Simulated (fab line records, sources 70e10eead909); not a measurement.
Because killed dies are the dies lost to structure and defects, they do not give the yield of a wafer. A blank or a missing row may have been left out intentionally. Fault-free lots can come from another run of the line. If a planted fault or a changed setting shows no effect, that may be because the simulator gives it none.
Chamber matching -- flow nand_harc -- cmp-04 running NHARC_P_M0_CMP_23: 4 sister chambers
The step polishes, t overpolish 20 s, target thk 117.53 nm. 4 wafers are shown with their chamber, then 7 later ones without.

== EACH WAFER AND ITS CHAMBER ==
wafer,chamber,motor_current_A (A)
L088.3,0,11.3
L089.2,2,11.5
L090.1,1,9.6
L090.4,3,12.9

== WAFERS MISSING THEIR CHAMBER ==
wafer,motor_current_A (A)
L092.1,12.5
L092.2,10.5
L092.4,11.4
L096.1,11.5
L097.1,12.5
L097.2,10.1
L097.3,11.6

== CHAMBER TAKEN BY EACH ==
wafer,from the rows above,in truth
L092.1,can't be placed: 3 or 2 or 0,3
L092.2,can't be placed: 0 or 1 or 2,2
L092.4,can't be placed: 0 or 2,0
L096.1,can't be placed: 2 or 0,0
L097.1,can't be placed: 3 or 2 or 0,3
L097.2,can't be placed: 1 or 0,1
L097.3,can't be placed: 2 or 0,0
Correct placement for 0 of the 7. These rows do not allow placing 7 (true chamber among the candidates in 7). Wrongly placed: 0.
How it was worked out, from the rows above alone: a wafer's distance from a chamber is the root of the sum, over the readings, of the square of ((its reading less the chamber's mean) divided by the reading's scatter). If the next closest chamber is less than 2 further off than the closest, the wafer can't be placed; otherwise it belongs to the closest. For every chamber, the mean is computed from those of its wafers that are shown. The scatter (one wafer shown for each chamber): square how far every hidden wafer sits from the nearest shown wafer, average those squares and take the square root.
